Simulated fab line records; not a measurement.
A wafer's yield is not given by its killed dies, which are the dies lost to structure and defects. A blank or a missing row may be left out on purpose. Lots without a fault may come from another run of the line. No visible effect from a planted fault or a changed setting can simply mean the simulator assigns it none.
Split-lot experiment / flow n5 finfet / on a route of 1938 steps: 7 lots, 39 wafers read

== THE SPLIT ITSELF ==
At N5_BEOL_M5_HM_DEP_02 (deposits TiN, target thk 20 nm), the setting target thk a was moved away from the recipe's 200 angstrom on 12 of the 39 wafers read, by -24.5% to +50.6%. The other wafers ran this setting at the recipe's value.

== FROM THE SPLIT TO THE READING: what the file shows between them, 4 steps ==
- N5_BEOL_M5_COAT_59: time 60 s, resist thk 60 nm
- N5_BEOL_M5_COAT_60: time 60 s, resist thk 12 nm
- N5_BEOL_M5_STRIP_73: strips in N2/H2
- N5_BEOL_M5_STRIP_64: strips in CF4

== THE READING ==
etch.depth nm (the simulator's own value, which no gauge read), in nm, at N5_BEOL_M5_HM_OPEN_17 (chemistry Cl2/BCl3, target TiN, target depth 20 nm, overetch 6 nm). The file does not state a usual value for it. The 27 wafers here that ran the recipe average 19.82 nm, standard deviation 0.16 nm.

wafer=L074.1; tool, chamber at the split=pvd sputter-03, -; target thk a as run, angstrom=151.1; against the recipe=-24.5%; etch.depth nm, nm=15.28; against lot-mates on the recipe=-4.82
wafer=L074.2; tool, chamber at the split=pvd sputter-03, -; target thk a as run, angstrom=200; against the recipe=recipe; etch.depth nm, nm=20; against lot-mates on the recipe=-
wafer=L074.3; tool, chamber at the split=pvd sputter-03, -; target thk a as run, angstrom=151.1; against the recipe=-24.5%; etch.depth nm, nm=15.25; against lot-mates on the recipe=-4.85
wafer=L074.4; tool, chamber at the split=pvd sputter-03, -; target thk a as run, angstrom=200; against the recipe=recipe; etch.depth nm, nm=20.24; against lot-mates on the recipe=-
wafer=L074.5; tool, chamber at the split=pvd sputter-03, -; target thk a as run, angstrom=151.1; against the recipe=-24.5%; etch.depth nm, nm=15.15; against lot-mates on the recipe=-4.95
wafer=L074.6; tool, chamber at the split=pvd sputter-03, -; target thk a as run, angstrom=200; against the recipe=recipe; etch.depth nm, nm=20.05; against lot-mates on the recipe=-
wafer=L086.1; tool, chamber at the split=pvd sputter-01, -; target thk a as run, angstrom=200; against the recipe=recipe; etch.depth nm, nm=19.85; against lot-mates on the recipe=-
wafer=L086.2; tool, chamber at the split=pvd sputter-01, -; target thk a as run, angstrom=200; against the recipe=recipe; etch.depth nm, nm=19.71; against lot-mates on the recipe=-
wafer=L086.3; tool, chamber at the split=pvd sputter-01, -; target thk a as run, angstrom=200; against the recipe=recipe; etch.depth nm, nm=19.53; against lot-mates on the recipe=-
wafer=L086.4; tool, chamber at the split=pvd sputter-01, -; target thk a as run, angstrom=200; against the recipe=recipe; etch.depth nm, nm=19.69; against lot-mates on the recipe=-
wafer=L086.5; tool, chamber at the split=pvd sputter-01, -; target thk a as run, angstrom=200; against the recipe=recipe; etch.depth nm, nm=19.62; against lot-mates on the recipe=-
wafer=L086.6; tool, chamber at the split=pvd sputter-01, -; target thk a as run, angstrom=200; against the recipe=recipe; etch.depth nm, nm=19.74; against lot-mates on the recipe=-
wafer=L085.1; tool, chamber at the split=pvd sputter-01, -; target thk a as run, angstrom=152.9; against the recipe=-23.5%; etch.depth nm, nm=15.33; against lot-mates on the recipe=-4.58
wafer=L085.2; tool, chamber at the split=pvd sputter-01, -; target thk a as run, angstrom=200; against the recipe=recipe; etch.depth nm, nm=19.76; against lot-mates on the recipe=-
wafer=L085.3; tool, chamber at the split=pvd sputter-01, -; target thk a as run, angstrom=152.9; against the recipe=-23.5%; etch.depth nm, nm=15.37; against lot-mates on the recipe=-4.54
wafer=L085.4; tool, chamber at the split=pvd sputter-01, -; target thk a as run, angstrom=200; against the recipe=recipe; etch.depth nm, nm=19.87; against lot-mates on the recipe=-
wafer=L085.5; tool, chamber at the split=pvd sputter-01, -; target thk a as run, angstrom=200; against the recipe=recipe; etch.depth nm, nm=20.11; against lot-mates on the recipe=-
wafer=L085.6; tool, chamber at the split=pvd sputter-01, -; target thk a as run, angstrom=152.9; against the recipe=-23.5%; etch.depth nm, nm=15.18; against lot-mates on the recipe=-4.73
wafer=L088.1; tool, chamber at the split=pvd sputter-01, -; target thk a as run, angstrom=200; against the recipe=recipe; etch.depth nm, nm=19.91; against lot-mates on the recipe=-
wafer=L088.2; tool, chamber at the split=pvd sputter-01, -; target thk a as run, angstrom=200; against the recipe=recipe; etch.depth nm, nm=19.91; against lot-mates on the recipe=-
wafer=L088.3; tool, chamber at the split=pvd sputter-01, -; target thk a as run, angstrom=263.8; against the recipe=+31.9%; etch.depth nm, nm=26.46; against lot-mates on the recipe=+6.52
wafer=L088.4; tool, chamber at the split=pvd sputter-01, -; target thk a as run, angstrom=263.8; against the recipe=+31.9%; etch.depth nm, nm=26.09; against lot-mates on the recipe=+6.15
wafer=L088.5; tool, chamber at the split=pvd sputter-01, -; target thk a as run, angstrom=263.8; against the recipe=+31.9%; etch.depth nm, nm=26.29; against lot-mates on the recipe=+6.35
wafer=L088.6; tool, chamber at the split=pvd sputter-01, -; target thk a as run, angstrom=200; against the recipe=recipe; etch.depth nm, nm=20; against lot-mates on the recipe=-
wafer=L093.1; tool, chamber at the split=pvd sputter-02, -; target thk a as run, angstrom=301.1; against the recipe=+50.6%; etch.depth nm, nm=26.34; against lot-mates on the recipe=+6.68
wafer=L093.2; tool, chamber at the split=pvd sputter-02, -; target thk a as run, angstrom=200; against the recipe=recipe; etch.depth nm, nm=19.6; against lot-mates on the recipe=-
wafer=L093.3; tool, chamber at the split=pvd sputter-02, -; target thk a as run, angstrom=200; against the recipe=recipe; etch.depth nm, nm=19.74; against lot-mates on the recipe=-
wafer=L093.4; tool, chamber at the split=pvd sputter-02, -; target thk a as run, angstrom=301.1; against the recipe=+50.6%; etch.depth nm, nm=26.54; against lot-mates on the recipe=+6.88
wafer=L093.5; tool, chamber at the split=pvd sputter-02, -; target thk a as run, angstrom=200; against the recipe=recipe; etch.depth nm, nm=19.65; against lot-mates on the recipe=-
wafer=L093.6; tool, chamber at the split=pvd sputter-02, -; target thk a as run, angstrom=301.1; against the recipe=+50.6%; etch.depth nm, nm=26.16; against lot-mates on the recipe=+6.50
wafer=L096.1; tool, chamber at the split=pvd sputter-02, -; target thk a as run, angstrom=200; against the recipe=recipe; etch.depth nm, nm=19.68; against lot-mates on the recipe=-
wafer=L096.2; tool, chamber at the split=pvd sputter-02, -; target thk a as run, angstrom=200; against the recipe=recipe; etch.depth nm, nm=19.71; against lot-mates on the recipe=-
wafer=L096.5; tool, chamber at the split=pvd sputter-02, -; target thk a as run, angstrom=200; against the recipe=recipe; etch.depth nm, nm=19.67; against lot-mates on the recipe=-
wafer=L095.1; tool, chamber at the split=pvd sputter-03, -; target thk a as run, angstrom=200; against the recipe=recipe; etch.depth nm, nm=19.94; against lot-mates on the recipe=-
wafer=L095.2; tool, chamber at the split=pvd sputter-03, -; target thk a as run, angstrom=200; against the recipe=recipe; etch.depth nm, nm=19.91; against lot-mates on the recipe=-
wafer=L095.3; tool, chamber at the split=pvd sputter-03, -; target thk a as run, angstrom=200; against the recipe=recipe; etch.depth nm, nm=19.73; against lot-mates on the recipe=-
wafer=L095.4; tool, chamber at the split=pvd sputter-03, -; target thk a as run, angstrom=200; against the recipe=recipe; etch.depth nm, nm=19.81; against lot-mates on the recipe=-
wafer=L095.5; tool, chamber at the split=pvd sputter-03, -; target thk a as run, angstrom=200; against the recipe=recipe; etch.depth nm, nm=19.79; against lot-mates on the recipe=-
wafer=L095.6; tool, chamber at the split=pvd sputter-03, -; target thk a as run, angstrom=200; against the recipe=recipe; etch.depth nm, nm=19.84; against lot-mates on the recipe=-

FIT RESULTS
A straight line over all 39 wafers: etch.depth nm changes by +0.161 nm for each +1% of target thk a; r = +0.98; the points scatter about the line by 0.66 nm.
The same after taking each lot's own level away (the mean of its wafers on the recipe; 39 wafers): +0.164 nm for each +1%; r = +0.98; scatter 0.63 nm.
The reading moves by 8.3 nm for the largest change in target thk a, on that fit.
Across the lots, their own levels run from 19.663 to 20.097 nm, a range of 2.6 times the standard deviation given above.
Hence the lot-to-lot level has little effect on the slope; both slopes agree.
Check: +8.45 nm against its lot-mates is what the line predicts for one of the wafers moved furthest among these (+50.6%) when that wafer is left out of the fit. Against them it came out at +6.68 nm.

== THE OTHER SPLITS THESE WAFERS WENT THROUGH ==
Note: prior to the reading, these wafers also went through further splits. Each is held against what the fit with the lots' levels taken away leaves over:
other split on the same wafers=N5_ZERO_LAYER_DEVELOP_10 develop time s; wafers away from the commonest value=18; r with etch.depth nm (lot level and that fit taken away)=-0.13
other split on the same wafers=N5_FIN_SAQP_ETCH_65 time s; wafers away from the commonest value=15; r with etch.depth nm (lot level and that fit taken away)=-0.09
other split on the same wafers=N5_SD_EPI_P_EPI_21 epi growth time s; wafers away from the commonest value=9; r with etch.depth nm (lot level and that fit taken away)=-0.20

== THE WHOLE CHAIN: every reading that the file lists as answering this split, in the file's order ==
step=N5_BEOL_M5_HM_DEP_02; what it does=deposits TiN, target thk 20 nm; reading=TiN_of_BEOL_M5_HM_DEP_02.thk nm (the simulator's own value, which no gauge read); change (the file's fit)=+0.199 nm for each +1% of the setting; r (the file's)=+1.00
step=N5_BEOL_M5_HM_OPEN_17; what it does=chemistry Cl2/BCl3, target TiN, target depth 20 nm, overetch 6 nm; reading=etch.depth nm (the simulator's own value, which no gauge read); change (the file's fit)=+0.163 nm for each +1% of the setting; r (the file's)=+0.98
step=N5_BEOL_M5_OCD_MEAS_38; what it does=; reading=trench depth nm; change (the file's fit)=not straight: 72.1 at the lowest setting, 71.4 at the recipe, 13.4 at the highest; r (the file's)=not given

== THE FILE'S OWN FIT ==
etch.depth nm changes by +0.163 nm for each +1% of target thk a, r = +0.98.
